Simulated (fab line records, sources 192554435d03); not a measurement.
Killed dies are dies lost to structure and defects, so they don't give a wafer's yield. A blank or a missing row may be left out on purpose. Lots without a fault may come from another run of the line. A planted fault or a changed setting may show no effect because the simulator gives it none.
Chamber matching | flow n5_finfet | N5_BEOL_M0_SAQP_MANDREL_ETCH_20 on rie_si-03: 4 sister chambers
The step etches a-Si in HBr/Cl2, stops on SiNx, target depth 60 nm, bt time 10 s, time 30 s. 4 wafers are shown with their chamber, then 10 later ones without.

WAFERS WITH THEIR CHAMBER
wafer  | chamber | drypump_motor_current_A (A)
L084.2 | 0       | 5.1
L084.5 | 2       | 5.5
L090.2 | 3       | 5.6
L090.5 | 1       | 5.3

WAFERS WITHOUT THEIR CHAMBER
wafer  | drypump_motor_current_A (A)
L090.6 | 5.5
L094.2 | 5.3
L094.3 | 5.5
L094.5 | 5.5
L095.4 | 5.4
L095.5 | 5.5
L095.6 | 5.3
L097.1 | 5.5
L097.3 | 5.0
L097.4 | 5.3

WHICH CHAMBER EACH WENT THROUGH
wafer  | from the rows above     | in truth
L090.6 | 2                       | 2
L094.2 | 1                       | 1
L094.3 | 2                       | 2
L094.5 | 2                       | 2
L095.4 | can't be placed: 2 or 1 | 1
L095.5 | 2                       | 2
L095.6 | 1                       | 1
L097.1 | 2                       | 2
L097.3 | 0                       | 0
L097.4 | 1                       | 1
Placed correctly: 9 of 10. Can't be placed from these rows: 1 (the true chamber is among the candidates in 1). Placed wrongly: 0.
How it was worked out, from the rows above alone: a wafer's distance from a chamber is the root of the sum, over the readings, of the square of ((its reading less the chamber's mean) divided by the reading's scatter). The wafer belongs to the nearest chamber; if the next one is less than 2 further off, it can't be placed. A chamber's mean is the mean of its shown wafers. The scatter: with one shown wafer a chamber, the root of the mean of the squares of how far each hidden wafer lies from its nearest shown one.
